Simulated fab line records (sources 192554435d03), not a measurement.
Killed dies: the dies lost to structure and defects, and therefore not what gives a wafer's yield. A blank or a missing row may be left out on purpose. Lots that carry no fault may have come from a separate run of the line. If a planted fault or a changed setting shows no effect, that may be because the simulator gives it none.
fab line records	flow n5Finfet
record lots=7	wafers=39
route steps=1938 shown DUMMY_GATE@246 SPACER0@260 SD_EPI_N@262 HKMG_FIN@427 MOL_CONTACT_COAG@610
startH: hours from the record's opening day to when the first of the lot's shown wafers began	waitH: time in hours since the lot's previous step	" as in the row above	L1.1+2: a row that stands for several wafers	- value missing, or start not given	* or withheld: withheld	< > ~ a bound
route shown NAME@n: a module of which the file shows steps, and the number in the route of the first	usual: mean/standard deviation taken from wafers without a fault	same: alike in all rows	chamber/n: place in a boat	sites: the reading at each site	_std_site: their standard deviation	_edge_site: the outer-site mean with the inner-site mean subtracted	radiusMm: for every site, how far away it sits from the centre of the wafer	mask NAME#n: copy n	behind: tool/chamber where the wafer was last shaped	hold: the reason the lot was held/the length of the hold in hours/how it ended	device: which transistor (n, p or np) failed to switch	end of line: at the end of the route, the tests of the same wafers	a step without rows: its recipe alone	killed: count of dies lost to structure and defects at first sort (not the wafer's yield)	map: the dies of a wafer, with x for killed, . for not killed, _ for no die there
set.NAME: the setting as run; set.NAME@STEP: as run at that earlier step	model.NAME: the simulator's own value behind a step, which no gauge read
lots with deliberately changed settings; one table per step, one row per wafer
## steps
# step N5_DUMMY_GATE_ETCH_32
# recipe chemistry=CF4	target=SiO2	targetDepthA=35	timeS=3.9	ionEnergyEv=350	pressureMtorr=10	icpW=800	biasW=400	cf4FlowSccm=80
lot.wafer	tool	chamber	startH	waitH	set.timeS	model.etch.depthNm
L075.1	rieSi-03	0	56.79	0.1	3.9	3.47
L075.2	"	3	"	"	4.381	4.04
L075.3	"	1	"	"	3.9	3.456
L075.4	"	2	"	"	3.9	3.409
L075.5	"	1	"	"	4.381	3.894
L075.6	"	2	"	"	4.381	3.824
L076.1	rieSi-01	1	60.57	0.1	3.9	3.572
L076.2	"	2	"	"	3.9	3.566
L076.3	"	0	"	"	3.9	3.348
L076.4	"	3	"	"	3.9	3.559
L076.5	"	2	"	"	3.9	3.585
L076.6	"	1	"	"	3.9	3.568
L078.1	rieSi-03	2	71.99	0.1	3.9	3.42
L078.2	"	3	"	"	3.9	3.557
L078.3	"	1	"	"	4.177	3.695
L078.4	"	0	"	"	3.9	3.461
L078.5	"	2	"	"	4.177	3.688
L078.6	"	1	"	"	4.177	3.71
L079.1	rieSi-05	2	79.44	0.1	3.9	3.602
L079.2	"	1	"	"	4.294	3.873
L079.3	"	0	"	"	4.294	3.803
L079.4	"	3	"	"	3.9	3.559
L079.5	"	0	"	"	3.9	3.45
L079.6	"	1	"	"	4.294	3.874
L090.4	rieSi-05	1	144.84	0.1	3.9	3.537
L090.5	"	2	"	"	3.9	3.568
L090.6	"	1	"	"	3.9	3.547
L096.1	rieSi-03	1	179.63	0.1	4.734	4.128
L096.2	"	0	"	"	3.9	3.371
L096.3	"	2	"	"	3.9	3.418
L096.4	"	3	"	"	3.9	3.545
L096.5	"	1	"	"	4.734	4.181
L096.6	"	2	"	"	4.734	4.182
L097.1	rieSi-03	0	185.79	0.1	3.9	3.349
L097.2	"	2	"	"	3.9	3.386
L097.3	"	3	"	"	3.9	3.516
L097.4	"	1	"	"	3.9	3.406
L097.5	"	1	"	"	3.9	3.412
L097.6	"	2	"	"	3.9	3.376
# step N5_SPACER0_ALD_08
# recipe material=SiNx	targetThkA=20	tempC=400	aldPrecursorFamily=SiH2I2	aldCoReactant=N2/H2-plasma	pressureTorr=2
lot.wafer	tool	chamber	startH	waitH	set.targetThkA
L075.1+5+6	aldSin-04	0,0,1	57.78	0.1	17.3
L075.2+3+4	"	3,2,1	"	"	20
L076.1+2+3	aldSin-04	1,0,2	61.50	0.1	20
L076.4+5+6	"	3,3,2	"	"	22.15
L078.1+3+6	aldSin-04	0,1,0	73.02	0.1	20
L078.2+4+5	"	3,2,3	"	"	21.2
L079.1+2+3	aldSin-01	0,3,1	80.53	0.1	22.43
L079.4+5+6	"	2,1,2	"	"	20
L090.4+5+6	aldSin-04	2,1,0	145.82	0.1	20
L096.1+2+5	aldSin-01	3,2,0	180.56	0.1	21.86
L096.3+4+6	"	1,0,1	"	"	20
L097.1+2+4	aldSin-04	0,1,3	187.54	0.1	20
L097.3+5+6	"	2,2,3	"	"	22.05
# step N5_SD_EPI_N_COAT_32
# recipe resist=SOC	tempC=250	timeS=60	spinRpm=1500	resistThkNm=350
# step N5_SD_EPI_N_SD_RECESS_17
# recipe chemistry=HBr/Cl2/O2	targetDepthA=410	maskMaterial=SOC	timeS=23.7	btTimeS=3	pressureMtorr=10	icpW=800	biasW=112	HBr_flow_sccm=150	Cl2_flow_sccm=80	O2_flow_sccm=12
# step N5_SD_EPI_N_STRIP_38
# recipe chemistry=N2/H2	powerW=1000	tempC=250	h2Frac=0.65	overashFraction=0.3	pressureMtorr=withheld	n2FlowSccm=1750	h2FlowSccm=3250
# step N5_SD_EPI_N_WET_ETCH_43
# recipe chemistry=dHF	dilution=withheld	timeS=14	target=SiO2	targetDepthA=15	tempC=25
lot.wafer	tool	chamber	startH	waitH	set.targetThkA@SPACER0_ALD_08	model.SiNx_of_SPACER0_ALD_08.thkNm
L075.1+5+6	wetBench-06	4,3,6	59.30	-	17.3	1.2
L075.2+3+4	"	2,5,7	"	"	20	1.6
L076.1+2+3	wetBench-03	3,5,1	63.02	-	20	1.6
L076.4+5+6	"	2,4,6	"	"	22.15	1.8
L078.1+3+6	wetBench-01	5,3,7	74.53	-	20	1.6
L078.2+4+5	"	0,4,6	"	"	21.2	1.6
L079.1+2+3	wetBench-01	5,4,3	82.43	-	22.43	1.8
L079.4+5+6	"	6,1,2	"	"	20	1.6
L090.4+5+6	wetBench-01	3,4,1	147.34	-	20	1.6
L096.1+2+5	wetBench-06	6,0,4	182.08	-	21.86	1.8
L096.3+4+6	"	3,7,5	"	"	20	1.6
L097.1+2+4	wetBench-01	5,7,2	189.09	-	20	1.6
L097.3+5+6	"	6,1,0	"	"	22.05	1.8
# step N5_HKMG_FIN_EXPOSE_09
# recipe maskId=NWFM	na=1.35	sourceShape=conventional	sigmaOuter=0.8	polarization=unpolarized	targetCdNm=98	doseMj=39.25
lot.wafer	tool	chamber	startH	waitH	mask	set.doseMj
L075.1+2+3+4+5+6	arfiScanner-02	0	84.43	-	NWFM#0	39.25
L076.1+2+5	arfiScanner-01	0	87.45	-	NWFM#0	41.97
L076.3+4+6	"	0	"	"	NWFM#0	39.25
L078.1+3+5	arfiScanner-03	0	100.07	-	NWFM#0	37.12
L078.2+4+6	"	0	"	"	NWFM#0	39.25
L079.1+2+3+4+5+6	arfiScanner-03	0	106.78	-	NWFM#0	39.25
L090.4+5+6	arfiScanner-01	0	172.38	-	NWFM#0	39.25
L096.1+2+3	arfiScanner-01	0	208.46	-	NWFM#0	39.25
L096.4+5+6	"	0	"	"	NWFM#0	42.11
L097.1+2+3+4+5+6	arfiScanner-03	0	215.07	-	NWFM#0	39.25
# step N5_HKMG_FIN_PEB_10
# recipe pebTempC=withheld	pebTimeS=60	resist=CAR-ArF
# step N5_HKMG_FIN_DEVELOP_11
# recipe developTimeS=30	developer=TMAH	resist=CAR-ArF	devTempC=23	rinseLiquid=diw	dry=airSpin
# step N5_HKMG_FIN_CD_MEAS_12
# recipe targetCdNm=92.8	landingEnergyEv=500	detector=seInlens
# usual cdNm=93.5/0.65
lot.wafer	tool	chamber	startH	waitH	set.doseMj@HKMG_FIN_EXPOSE_09	cdNm
L075.1	cdSem-01	0	84.55	-	39.25	94.3
L075.2	"	0	"	"	39.25	93.9
L075.3	"	0	"	"	39.25	93.7
L075.4	"	0	"	"	39.25	93.5
L075.5	"	0	"	"	39.25	93.1
L075.6	"	0	"	"	39.25	93.4
L076.1	cdSem-03	0	87.57	-	41.97	97.7
L076.2	"	0	"	"	41.97	97.5
L076.3	"	0	"	"	39.25	93.3
L076.4	"	0	"	"	39.25	93.3
L076.5	"	0	"	"	41.97	97.5
L076.6	"	0	"	"	39.25	93.1
L078.1	cdSem-02	0	100.20	-	37.12	90.6
L078.2	"	0	"	"	39.25	93.9
L078.3	"	0	"	"	37.12	90.3
L078.4	"	0	"	"	39.25	94.0
L078.5	"	0	"	"	37.12	89.3
L078.6	"	0	"	"	39.25	92.8
L079.1	cdSem-03	0	106.91	-	39.25	93.3
L079.2	"	0	"	"	39.25	94.7
L079.3	"	0	"	"	39.25	93.9
L079.4	"	0	"	"	39.25	93.6
L079.5	"	0	"	"	39.25	93.3
L079.6	"	0	"	"	39.25	94.6
L090.4	cdSem-01	0	172.49	-	39.25	94.4
L090.5	"	0	"	"	39.25	94.0
L090.6	"	0	"	"	39.25	93.8
L096.1	cdSem-02	0	208.59	-	39.25	94.2
L096.2	"	0	"	"	39.25	93.0
L096.3	"	0	"	"	39.25	93.4
L096.4	"	0	"	"	42.11	97.3
L096.5	"	0	"	"	42.11	98.3
L096.6	"	0	"	"	42.11	98.2
L097.1	cdSem-01	0	215.20	-	39.25	93.0
L097.2	"	0	"	"	39.25	93.5
L097.3	"	0	"	"	39.25	93.5
L097.4	"	0	"	"	39.25	93.5
L097.5	"	0	"	"	39.25	93.1
L097.6	"	0	"	"	39.25	93.7
# step N5_HKMG_FIN_DESCUM_17
# recipe chemistry=O2	timeS=7.9	sourcePowerW=50	biasPowerW=20	pressureMtorr=20	rfFrequencyHz=2.712e+07	tempC=40	resist=CAR-ArF	o2FlowSccm=225
lot.wafer	tool	chamber	startH	waitH	set.doseMj@HKMG_FIN_EXPOSE_09	model.HKMG_FIN.cdNm
L075.1	rieDiel-03	1	85.22	0.6	39.25	94.4
L075.2+3	"	0,2	"	"	39.25	94
L075.4	"	3	"	"	39.25	93.4
L075.5	"	0	"	"	39.25	93.2
L075.6	"	3	"	"	39.25	93.6
L076.1+2	rieDiel-02	1,3	88.08	0.5	41.97	97.6
L076.3	"	2	"	"	39.25	93
L076.4+6	"	3,2	"	"	39.25	93.2
L076.5	"	1	"	"	41.97	97.8
L078.1	rieDiel-06	1	100.64	0.4	37.12	90.4
L078.2+4	"	2	"	"	39.25	94
L078.3	"	0	"	"	37.12	89.8
L078.5	"	0	"	"	37.12	89.2
L078.6	"	1	"	"	39.25	93
L079.1+4+5	rieDiel-03	2,0,3	107.00	0.0	39.25	93.4
L079.2	"	3	"	"	39.25	94.4
L079.3	"	0	"	"	39.25	93.6
L079.6	"	2	"	"	39.25	94.2
L090.4	rieDiel-02	1	172.58	0.0	39.25	94.4
L090.5	"	2	"	"	39.25	93.8
L090.6	"	3	"	"	39.25	94.2
L096.1	rieDiel-06	1	208.67	0.0	39.25	93.8
L096.2	"	3	"	"	39.25	93.2
L096.3	"	2	"	"	39.25	93
L096.4	"	0	"	"	42.11	97
L096.5+6	"	0,3	"	"	42.11	98.2
L097.1	rieDiel-06	3	215.28	0.0	39.25	93.2
L097.2+6	"	2,1	"	"	39.25	93.6
L097.3+4	"	1,0	"	"	39.25	93.4
L097.5	"	0	"	"	39.25	92.6
# step N5_MOL_CONTACT_COAG_ETCH_67
# recipe chemistry=N2/H2	target=SOC	targetDepthA=600	overetchA=210	maskMaterial=SiARC	tempC=40	timeS=101.2	ionEnergyEv=200	pressureMtorr=30	sourceW=840	biasW=150	n2FlowSccm=200	h2FlowSccm=200
# usual rfVppV=525.3/2.4
lot.wafer	tool	chamber	startH	waitH	set.sourceW	rfVppV
L075.1	rieDiel-06	0	111.00	0.0	840	528.8
L075.2	"	1	"	"	840	522.0
L075.3	"	2	"	"	840	526.2
L075.4	"	2	"	"	840	526.2
L075.5	"	1	"	"	840	521.5
L075.6	"	0	"	"	840	529.0
L076.1	rieDiel-06	1	113.20	0.0	840	523.4
L076.2	"	0	"	"	939.7	509.1
L076.3	"	2	"	"	840	525.5
L076.4	"	0	"	"	840	526.5
L076.5	"	1	"	"	939.7	502.4
L076.6	"	2	"	"	939.7	504.7
L078.1	rieDiel-02	1	127.24	0.0	884.1	516.3
L078.2	"	0	"	"	884.1	514.3
L078.3	"	2	"	"	840	523.6
L078.4	"	3	"	"	840	524.9
L078.5	"	3	"	"	884.1	515.8
L078.6	"	0	"	"	840	521.7
L079.1	rieDiel-06	2	131.25	0.0	840	526.6
L079.2	"	0	"	"	840	528.1
L079.3	"	1	"	"	840	523.2
L079.4	"	1	"	"	840	521.8
L079.5	"	2	"	"	840	526.6
L079.6	"	0	"	"	840	527.6
L090.4	rieDiel-02	2	197.45	0.0	840	523.5
L090.5	"	0	"	"	840	523.2
L090.6	"	3	"	"	840	525.7
L096.1	rieDiel-03	3	231.37	0.0	756.6	544.0
L096.2	"	0	"	"	840	524.7
L096.3	"	2	"	"	840	527.3
L096.4	"	1	"	"	840	529.2
L096.5	"	1	"	"	756.6	547.6
L096.6	"	0	"	"	756.6	543.0
L097.1	rieDiel-03	2	239.87	0.0	840	528.6
L097.2	"	1	"	"	840	528.4
L097.3	"	3	"	"	840	525.9
L097.4	"	0	"	"	840	524.4
L097.5	"	3	"	"	840	525.5
L097.6	"	0	"	"	840	523.2
## key
split step=N5_DUMMY_GATE_ETCH_32	setting=timeS	stated=3.9	by=wafer
response step=N5_DUMMY_GATE_ETCH_32	reading=model.etch.depthNm	change=+0.034	per=1%	r=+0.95
split step=N5_SPACER0_ALD_08	setting=targetThkA	stated=20	by=wafer
response step=N5_SD_EPI_N_WET_ETCH_43	reading=model.SiNx_of_SPACER0_ALD_08.thkNm	change=+0.0206	per=1%	r=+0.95
split step=N5_HKMG_FIN_EXPOSE_09	setting=doseMj	stated=39.25	by=wafer
response step=N5_HKMG_FIN_CD_MEAS_12	reading=cdNm	change=+0.622	per=1%	r=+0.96
response step=N5_HKMG_FIN_DESCUM_17	reading=model.HKMG_FIN.cdNm	change=+0.651	per=1%	r=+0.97
split step=N5_MOL_CONTACT_COAG_ETCH_67	setting=sourceW	stated=840	by=wafer
response step=N5_MOL_CONTACT_COAG_ETCH_67	reading=rfVppV	change=-1.69	per=1%	r=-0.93
